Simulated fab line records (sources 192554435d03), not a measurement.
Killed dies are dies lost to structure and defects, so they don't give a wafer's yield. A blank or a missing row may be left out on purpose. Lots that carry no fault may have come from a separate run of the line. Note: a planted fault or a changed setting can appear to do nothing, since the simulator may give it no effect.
fab line records | flow n5Finfet | part 1 of 2: steps 1 to 4 of 6
record lots=21 wafers=63 lastDay=18
route steps=1938 shown DUMMY_GATE@251 SD_EPI_N@279 SD_EPI_P@311 SDB@347
lots with no fault: from the same line, run without faults
startH: hours from the record's first day to the start of the lot's first wafer shown | waitH: hours elapsed since this lot's preceding step | " unchanged from the row above | L1.1+2: several wafers, shown together as one row | - no value, or no start given | * or withheld: withheld | < > ~ a bound
route shown NAME@n: a module of which the file shows steps, and the number in the route of the first | usual: mean/standard deviation of fault-free wafers | same: alike in all rows | chamber/n: place in a boat | sites: the reading at each site | _std_site: the values' standard deviation | _edge_site: mean of outer sites minus mean of inner sites | radiusMm: how far each site lies from the wafer's centre | mask NAME#n: copy n | behind: tool/chamber where the wafer was last shaped | hold: why the lot went on hold/how many hours it stayed there/how the hold came to an end | device: the transistor (n, p or np) that didn't switch | end of line: the same wafers' tests at the end of the route | a step without rows: its recipe alone | killed: dies lost to structure and defects at the first sort, not the wafer's yield | map: shows each die of a wafer: x if killed, . if not, _ if none is there
set.NAME: setting as actually run; set.NAME@STEP: the setting as run at that earlier step | model.NAME: the simulator's own value behind a step, which no gauge read
steps of the route over a sample of lots; a table a step, a row a wafer
services: a tool's chamber out of use, with start hour (startH, from the record's first day; less than 0 if before it), hours out, and reason
## steps
# step N5_DUMMY_GATE_STRIP_48
# recipe chemistry=N2/H2 timeS=20 powerW=100 tempC=40 pressureMtorr=100 rfFrequencyHz=6e+07 biasPowerW=3 n2FlowSccm=300 h2FlowSccm=300
# usual drypumpMotorCurrentA=5.5/0.33 oesProductAu=0.77/0.069 rfVppV=45.4/0.8 showerheadPlenumPTorr=3.37/0.08 throttleValvePct=12.26/0.23
# columns lot.wafer tool chamber startH waitH drypumpMotorCurrentA oesProductAu rfHoursCounterH rfVppV showerheadPlenumPTorr throttleValvePct
L074.2 rieDiel-06 0 51.26 0.0 5.4 0.75 162 46.1 3.37 12.39
L074.3 " 2 " " 5.8 0.84 59 46.7 3.43 12.12
L074.4 " 0 " " 5.4 0.76 - 45.7 3.37 12.39
L075.4 rieDiel-06 0 58.27 0.0 5.4 0.75 165 45.1 3.37 12.40
L075.5 " 3 " " 5.2 0.72 - 46.5 3.33 12.46
L075.6 " 2 " " 5.8 0.83 - 44.9 3.43 12.12
L076.2 rieDiel-06 2 59.17 0.0 5.8 0.84 62 45.0 3.43 12.13
L076.3 " 0 " " 5.4 0.77 165 43.9 3.37 12.40
L076.5 " 2 " " 5.8 0.85 - 45.8 3.43 12.12
L077.4 rieDiel-03 1 67.20 0.0 5.1 0.86 49 44.8 3.43 11.88
L077.5 " 2 " " 5.7 0.74 - 45.8 3.49 11.97
L077.6 " 3 " " 5.4 0.79 - 46.2 3.40 12.40
L078.1 rieDiel-03 0 71.17 0.0 6.3 0.69 238 43.7 3.33 12.35
L078.3 " 1 " " 5.1 0.85 51 45.3 3.43 11.89
L078.4 " 2 " " 5.8 0.73 151 45.5 3.49 11.96
L079.2 rieDiel-06 1 79.27 0.0 5.7 0.69 228 44.5 3.20 12.45
L079.5 " 3 " " 5.2 0.72 - 45.1 3.33 12.46
L079.6 " 2 " " 5.8 0.83 - 45.4 3.43 12.14
L080.2 rieDiel-03 2 87.44 0.0 5.8 0.73 156 44.4 3.49 11.98
L080.3 " 3 " " 5.5 0.78 118 45.8 3.40 12.40
L080.6 " 0 " " 6.3 0.68 - 46.0 3.33 12.37
L081.3 rieDiel-06 1 90.91 0.0 5.7 0.68 231 43.8 3.19 12.46
L081.5 " 2 " " 5.8 0.83 - 45.1 3.42 12.16
L081.6 " 3 " " 5.2 0.72 - 45.7 3.33 12.48
L082.2 rieDiel-06 0 95.09 0.0 5.4 0.75 176 45.5 3.36 12.42
L082.4 " 2 " " 5.8 0.82 72 46.1 3.42 12.16
L082.5 " 2 " " 5.9 0.82 - 44.7 3.42 12.16
L084.2 rieDiel-06 3 106.74 0.0 5.2 0.70 223 45.3 3.32 12.48
L084.3 " 0 " " 5.4 0.74 180 46.2 3.36 12.44
L084.4 " 1 " " 5.7 0.69 237 46.0 3.19 12.48
L085.1 rieDiel-03 3 112.39 0.0 5.4 0.77 127 44.4 3.39 12.42
L085.2 " 2 " " 5.8 0.72 165 46.2 3.49 12.00
L085.3 " 1 " " 5.2 0.83 64 45.2 3.42 11.93
L086.4 rieDiel-03 3 124.38 0.0 5.4 0.77 - 45.5 3.39 12.42
L086.5 " 1 " " 5.2 0.84 - 45.6 3.42 11.94
L086.6 " 2 " " 5.8 0.72 - 45.7 3.48 12.02
L088.2 rieDiel-06 3 133.05 0.0 5.2 0.70 231 44.6 3.32 12.52
L088.3 " 2 " " 5.8 0.81 86 44.5 3.41 12.18
L088.5 " 3 " " 5.2 0.70 - 45.2 3.32 12.50
L089.3 rieDiel-03 3 136.61 0.0 5.4 0.76 136 45.8 3.39 12.44
L089.4 " 1 " " 5.2 0.83 73 46.5 3.42 11.96
L089.5 " 0 " " 6.2 0.99 - 44.9 3.32 11.76
L090.2 rieDiel-06 3 143.79 0.0 5.2 0.69 235 43.6 3.32 12.51
L090.3 " 2 " " 5.8 0.79 89 45.3 3.41 12.19
L090.4 " 1 " " 5.7 0.68 249 45.6 3.19 12.52
L091.1 rieDiel-06 0 149.43 0.0 5.4 0.73 190 46.0 3.36 12.46
L091.3 " 3 " " 5.2 0.70 237 44.8 3.31 12.53
L091.6 " 2 " " 5.9 0.79 - 44.8 3.41 12.22
L092.2 rieDiel-05 1 154.41 0.0 4.9 0.88 50 44.8 3.30 11.87
L092.5 " 2 " " 5.8 0.82 - 46.5 3.41 12.37
L092.6 " 1 " " 4.9 0.87 - 45.9 3.30 11.84
L093.1 rieDiel-06 2 161.05 0.0 5.8 0.79 96 45.0 3.41 12.21
L093.3 " 0 " " 5.4 0.73 195 44.7 3.35 12.47
L093.6 " 3 " " 5.2 0.69 - 44.6 3.31 12.54
L094.1 rieDiel-06 3 170.02 0.0 5.1 0.69 247 45.2 3.31 12.55
L094.2 " 0 " " 5.4 0.73 199 45.0 3.35 12.48
L094.3 " 2 " " 5.8 0.79 101 46.2 3.41 12.23
L095.2 rieDiel-03 3 174.63 0.0 5.5 0.75 144 45.5 3.39 12.47
L095.3 " 1 " " 5.1 0.83 81 47.4 3.41 11.97
L095.6 " 2 " " 5.8 0.70 - 46.8 3.48 12.06
L097.1 rieDiel-03 1 190.23 0.0 5.1 0.82 86 45.6 3.41 11.99
L097.3 " 2 " " 5.8 0.69 188 46.0 3.47 12.08
L097.6 " 2 " " 5.8 0.71 - 45.8 3.47 12.06
# step N5_SD_EPI_N_ETCH_16
# recipe chemistry=CHF3/O2 target=SiO2 targetDepthA=50 maskMaterial=SOC pressureMtorr=30 sourceW=650 biasW=170 Ar_flow_sccm=200 CHF3_flow_sccm=50 O2_flow_sccm=5 ionEnergyEv=200
# usual drypumpMotorCurrentA=5.5/0.36 oesProductAu=0.83/0.093 rfVppV=525/7.8 showerheadPlenumPTorr=2.46/0.065 throttleValvePct=18.85/0.18
# columns lot.wafer tool chamber startH waitH drypumpMotorCurrentA oesProductAu rfHoursCounterH rfVppV showerheadPlenumPTorr throttleValvePct
L074.2 rieDiel-01 2 53.16 0.1 6.1 0.99 4 533 2.56 18.61
L074.3 " 0 " " 5.3 0.96 15 539 2.56 18.59
L074.4 " 1 " " 5.9 0.72 - 529 2.50 18.90
L075.4 rieDiel-04 2 60.19 0.0 5.4 0.93 - 513 2.46 18.83
L075.5 " 3 " " 5.6 0.94 - 521 2.47 18.83
L075.6 " 0 " " 5.8 0.73 - 520 2.39 19.00
L076.2 rieDiel-01 0 61.18 0.1 5.3 0.95 19 540 2.56 18.60
L076.3 " 1 " " 5.9 0.71 181 527 2.50 18.92
L076.5 " 1 " " 5.9 0.72 - 528 2.50 18.93
L077.4 rieDiel-02 0 69.18 0.1 5.7 0.73 186 524 2.48 19.21
L077.5 " 1 " " 4.6 0.87 - 525 2.45 19.05
L077.6 " 0 " " 5.6 0.72 - 526 2.48 19.24
L078.1 rieDiel-04 0 73.07 0.1 5.7 0.74 183 520 2.39 19.00
L078.3 " 2 " " 5.4 0.92 28 516 2.46 18.83
L078.4 " 0 " " 5.7 0.74 - 520 2.39 18.98
L079.2 rieDiel-04 3 81.66 0.1 5.6 0.91 21 521 2.46 18.84
L079.5 " 0 " " 5.7 0.73 - 519 2.39 19.02
L079.6 " 2 " " 5.4 0.91 - 517 2.46 18.86
L080.2 rieDiel-01 0 89.34 0.1 5.3 0.92 30 541 2.55 18.61
L080.3 " 1 " " 5.9 0.70 191 527 2.49 18.92
L080.6 " 2 " " 6.1 0.94 - 532 2.56 18.62
L081.3 rieDiel-04 1 93.17 0.1 5.4 0.98 3 514 2.37 18.74
L081.5 " 1 " " 5.4 0.98 - 514 2.37 18.73
L081.6 " 2 " " 5.4 0.90 - 515 2.46 18.85
L082.2 rieDiel-01 3 96.98 0.1 5.7 0.96 12 519 2.36 18.66
L082.4 " 0 " " 5.3 0.92 33 541 2.55 18.63
L082.5 " 1 " " 5.9 0.71 - 528 2.49 18.95
L084.2 rieDiel-04 2 110.45 0.1 5.5 0.89 41 514 2.45 18.85
L084.3 " 3 " " 5.6 0.89 30 520 2.46 18.86
L084.4 " 0 " " 5.7 0.72 197 520 2.39 19.02
L085.1 rieDiel-02 2 114.16 0.1 5.5 0.75 155 535 2.41 18.78
L085.2 " 3 " " 5.1 0.76 149 527 2.51 18.85
L085.3 " 1 " " 4.7 0.85 75 526 2.44 19.11
L086.4 rieDiel-01 0 126.80 0.1 5.2 0.90 44 540 2.55 18.64
L086.5 " 0 " " 5.3 0.90 - 538 2.55 18.63
L086.6 " 3 " " 5.7 0.93 - 519 2.36 18.68
L088.2 rieDiel-01 3 134.95 0.1 5.7 0.92 24 520 2.36 18.67
L088.3 " 0 " " 5.2 0.90 46 539 2.55 18.64
L088.5 " 3 " " 5.7 0.92 - 520 2.36 18.68
L089.3 rieDiel-01 0 138.38 0.1 5.3 0.89 48 541 2.55 18.63
L089.4 " 0 " " 5.3 0.89 - 540 2.55 18.65
L089.5 " 2 " " 6.1 0.91 - 534 2.55 18.65
L090.2 rieDiel-02 3 146.02 0.1 5.1 0.76 163 527 2.51 18.85
L090.3 " 2 " " 5.5 0.73 169 533 2.40 18.80
L090.4 " 3 " " 5.1 0.75 - 528 2.51 18.87
L091.1 rieDiel-04 1 151.64 0.1 5.4 0.91 23 515 2.36 18.78
L091.3 " 0 " " 5.7 0.72 211 520 2.38 19.03
L091.6 " 0 " " 5.8 0.72 - 521 2.38 19.04
L092.2 rieDiel-02 3 156.18 0.1 5.1 0.74 167 526 2.50 18.87
L092.5 " 2 " " 5.5 0.74 - 534 2.40 18.81
L092.6 " 3 " " 5.1 0.74 - 527 2.50 18.87
L093.1 rieDiel-02 1 163.64 0.1 4.7 0.83 89 525 2.43 19.11
L093.3 " 3 " " 5.1 0.74 169 528 2.50 18.89
L093.6 " 2 " " 5.5 0.74 - 535 2.40 18.81
L094.1 rieDiel-02 0 171.79 0.1 5.7 0.70 219 525 2.47 19.28
L094.2 " 3 " " 5.1 0.74 171 526 2.50 18.88
L094.3 " 2 " " 5.5 0.73 178 533 2.40 18.82
L095.2 rieDiel-04 1 176.52 0.1 5.4 0.90 32 513 2.36 18.79
L095.3 " 0 " " 5.8 0.71 221 522 2.38 19.06
L095.6 " 2 " " 5.4 0.86 - 515 2.45 18.90
L097.1 rieDiel-01 2 192.17 0.1 6.1 0.87 56 532 2.54 18.69
L097.3 " 1 " " 5.9 0.69 225 525 2.48 18.99
L097.6 " 1 " " 5.9 0.69 - 527 2.48 18.97
# step N5_SD_EPI_P_ETCH_47
# recipe chemistry=CH3F/O2 target=SiOCN targetDepthA=250 maskMaterial=SOC ionEnergyEv=60 biasW=29 pressureMtorr=30 sourceW=410 Ar_flow_sccm=150 CH3F_flow_sccm=30 O2_flow_sccm=20
# usual drypumpMotorCurrentA=5.5/0.38 oesProductAu=0.77/0.078 rfVppV=127.1/1.4 showerheadPlenumPTorr=2.00/0.049 throttleValvePct=16.35/0.23
# columns lot.wafer tool chamber startH waitH drypumpMotorCurrentA oesProductAu rfHoursCounterH rfVppV showerheadPlenumPTorr throttleValvePct
L074.2 rieDiel-06 0 57.48 0.1 5.4 0.74 165 126.2 2.00 16.53
L074.3 " 1 " " 5.7 0.69 222 127.2 1.90 16.50
L074.4 " 3 " " 5.1 0.72 207 127.9 1.98 16.61
L075.4 rieDiel-06 2 65.82 0.1 5.8 0.83 63 127.8 2.03 16.32
L075.5 " 0 " " 5.4 0.74 - 123.8 2.00 16.52
L075.6 " 1 " " 5.7 0.69 - 126.2 1.90 16.49
L076.2 rieDiel-05 3 66.03 0.1 5.4 0.80 92 131.0 2.03 16.06
L076.3 " 1 " " 4.9 0.92 26 128.6 1.96 16.01
L076.5 " 3 " " 5.4 0.80 - 130.5 2.03 16.08
L077.4 rieDiel-06 1 74.13 0.1 5.7 0.69 227 126.6 1.90 16.51
L077.5 " 3 " " 5.2 0.72 - 126.4 1.98 16.61
L077.6 " 0 " " 5.4 0.74 - 127.3 2.00 16.53
L078.1 rieDiel-03 1 78.68 0.1 5.1 0.85 53 127.8 2.04 16.07
L078.3 " 3 " " 5.4 0.78 116 126.5 2.01 16.54
L078.4 " 0 " " 6.2 0.69 240 126.3 1.97 16.41
L079.2 rieDiel-06 2 85.87 0.1 5.8 0.83 69 125.5 2.03 16.32
L079.5 " 0 " " 5.4 0.75 - 126.4 2.00 16.53
L079.6 " 1 " " 5.7 0.69 - 126.8 1.90 16.50
L080.2 rieDiel-05 2 93.54 0.1 5.8 0.84 76 126.5 2.02 16.57
L080.3 " 1 " " 4.9 0.91 35 127.5 1.96 16.02
L080.6 " 2 " " 5.8 0.84 - 126.1 2.02 16.54
L081.3 rieDiel-05 3 97.50 0.1 5.4 0.79 103 130.7 2.02 16.07
L081.5 " 2 " " 5.8 0.85 - 126.7 2.02 16.56
L081.6 " 3 " " 5.4 0.79 - 129.5 2.02 16.08
L082.2 rieDiel-03 2 101.35 0.1 5.8 0.73 161 128.6 2.08 16.11
L082.4 " 1 " " 5.1 0.85 60 127.9 2.03 16.09
L082.5 " 1 " " 5.1 0.85 - 128.1 2.03 16.08
L084.2 rieDiel-06 1 115.45 0.1 5.7 0.68 238 126.4 1.89 16.51
L084.3 " 3 " " 5.1 0.71 225 125.6 1.97 16.63
L084.4 " 2 " " 5.8 0.82 78 128.3 2.03 16.34
L085.1 rieDiel-03 2 118.48 0.1 5.8 0.72 168 128.2 2.08 16.12
L085.2 " 3 " " 5.4 0.76 130 125.7 2.01 16.56
L085.3 " 1 " " 5.1 0.84 66 126.2 2.03 16.10
L086.4 rieDiel-06 2 131.08 0.1 5.8 0.81 - 127.2 2.03 16.35
L086.5 " 1 " " 5.7 0.68 - 124.9 1.89 16.53
L086.6 " 3 " " 5.2 0.70 - 126.9 1.97 16.62
L088.2 rieDiel-03 3 139.28 0.1 5.4 0.76 137 124.2 2.00 16.57
L088.3 " 0 " " 6.3 0.97 1 126.9 1.97 15.98
L088.5 " 0 " " 6.3 0.97 - 127.5 1.97 15.96
L089.3 rieDiel-03 3 145.06 0.1 5.4 0.76 139 125.1 2.00 16.59
L089.4 " 1 " " 5.1 0.83 75 129.1 2.03 16.09
L089.5 " 2 " " 5.7 0.71 - 127.1 2.08 16.15
L090.2 rieDiel-03 1 150.91 0.1 5.1 0.83 77 128.8 2.03 16.12
L090.3 " 0 " " 6.3 0.95 4 126.6 1.97 15.98
L090.4 " 3 " " 5.4 0.75 141 126.1 2.00 16.58
L091.1 rieDiel-03 2 156.13 0.1 5.8 0.70 180 127.2 2.07 16.14
L091.3 " 1 " " 5.1 0.82 79 129.6 2.03 16.12
L091.6 " 2 " " 5.8 0.71 - 128.8 2.07 16.14
L092.2 rieDiel-06 3 161.62 0.1 5.2 0.69 242 127.7 1.97 16.67
L092.5 " 1 " " 5.7 0.67 - 126.8 1.89 16.53
L092.6 " 2 " " 5.8 0.79 - 127.7 2.02 16.40
L093.1 rieDiel-06 2 168.17 0.1 5.8 0.79 100 126.8 2.02 16.40
L093.3 " 0 " " 5.4 0.72 199 125.9 1.99 16.58
L093.6 " 2 " " 5.8 0.79 - 129.0 2.02 16.39
L094.1 rieDiel-03 0 176.13 0.1 6.2 0.94 9 125.9 1.97 16.00
L094.2 " 1 " " 5.1 0.83 82 128.6 2.03 16.12
L094.3 " 3 " " 5.5 0.76 144 127.1 2.00 16.59
L095.2 rieDiel-05 1 181.05 0.1 5.0 0.86 59 126.5 1.95 16.07
L095.3 " 2 " " 5.8 0.82 101 126.3 2.02 16.62
L095.6 " 1 " " 5.0 0.88 - 127.5 1.95 16.08
L097.1 rieDiel-05 3 196.66 0.1 5.4 0.76 131 130.0 2.01 16.12
L097.3 " 0 " " 4.9 0.69 224 124.0 1.98 16.66
L097.6 " 1 " " 4.9 0.85 - 127.5 1.95 16.09
# step N5_SDB_HM_DEP_00
# recipe material=SiNx targetThkA=400 tempC=400 precursor=SiH4/NH3/N2 pressureTorr=1.5 rfW=300 timeS=35.3
# usual heaterPowerW=705/98 showerheadPlenumPTorr=5.12/0.062 throttleValvePct=39.6/1.4
# columns lot.wafer tool chamber startH waitH heaterPowerW showerheadPlenumPTorr throttleValvePct
L074.2 pecvd-04 0 67.90 0.0 943 5.20 40.4
L074.3 " 1 " " 651 5.20 41.2
L074.4 " 0 " " 911 5.22 39.7
L076.2 pecvd-01 2 76.36 0.0 674 5.11 39.0
L076.3 " 0 " " 671 5.06 37.3
L076.5 " 1 " " 674 5.13 41.1
L075.4 pecvd-04 1 79.29 0.1 696 5.20 40.9
L075.5 " 0 " " 930 5.20 39.9
L075.6 " 2 " " 785 5.11 38.6
L077.4 pecvd-02 2 84.75 0.1 528 4.99 39.7
L077.5 " 0 " " 694 5.17 38.0
L077.6 " 1 " " 770 5.12 41.8
L078.1 pecvd-01 0 104.26 0.0 616 5.06 37.5
L078.3 " 1 " " 709 5.14 41.0
L078.4 " 0 " " 645 5.06 37.3
L079.2 pecvd-01 0 104.76 0.0 684 5.06 37.6
L079.5 " 0 " " 686 5.07 37.1
L079.6 " 1 " " 724 5.13 40.8
L080.2 pecvd-02 2 106.43 0.0 577 4.98 39.7
L080.3 " 1 " " 757 5.12 41.9
L080.6 " 0 " " 657 5.17 38.0
L081.3 pecvd-01 0 110.94 0.1 658 5.06 37.1
L081.5 " 0 " " 670 5.07 37.2
L081.6 " 2 " " 600 5.13 39.2
L082.2 pecvd-04 1 112.00 0.0 708 5.21 40.9
L082.4 " 0 " " 882 5.21 40.2
L082.5 " 2 " " 789 5.12 38.6
L084.2 pecvd-01 1 126.93 0.0 695 5.13 40.5
L084.3 " 2 " " 672 5.12 39.4
L084.4 " 2 " " 661 5.13 39.4
L085.1 pecvd-04 2 129.06 0.0 742 5.12 38.6
L085.2 " 1 " " 713 5.20 41.4
L085.3 " 0 " " 901 5.21 40.0
L086.4 pecvd-04 0 145.17 0.1 837 5.21 40.2
L086.5 " 1 " " 688 5.19 41.1
L086.6 " 2 " " 744 5.12 38.9
L088.2 pecvd-01 0 150.36 0.0 688 5.06 37.5
L088.3 " 2 " " 681 5.13 39.5
L088.5 " 2 " " 688 5.11 39.6
L089.3 pecvd-01 0 156.16 0.1 636 5.07 37.3
L089.4 " 1 " " 613 5.13 40.5
L089.5 " 0 " " 650 5.07 37.6
L090.2 pecvd-01 2 161.62 0.0 643 5.13 39.5
L090.3 " 0 " " 685 5.07 37.3
L090.4 " 0 " " 700 5.06 37.6
L091.1 pecvd-04 1 167.30 0.0 660 5.20 41.3
L091.3 " 2 " " 771 5.12 38.8
L091.6 " 0 " " 917 5.21 40.0
L092.2 pecvd-04 2 172.20 0.0 699 5.12 38.8
L092.5 " 0 " " 935 5.20 39.9
L092.6 " 1 " " 732 5.20 41.4
L093.1 pecvd-02 2 180.98 0.0 509 5.00 40.0
L093.3 " 0 " " 704 5.16 38.5
L093.6 " 1 " " 691 5.11 41.9
L094.1 pecvd-02 1 187.50 0.0 715 5.12 41.8
L094.2 " 2 " " 572 4.98 39.8
L094.3 " 0 " " 631 5.16 38.4
L095.2 pecvd-02 1 192.30 0.0 728 5.12 41.9
L095.3 " 0 " " 634 5.17 38.6
L095.6 " 1 " " 732 5.10 41.8
L097.1 pecvd-04 0 207.34 0.0 919 5.19 39.7
L097.3 " 2 " " 824 5.12 38.8
L097.6 " 2 " " 783 5.12 38.8
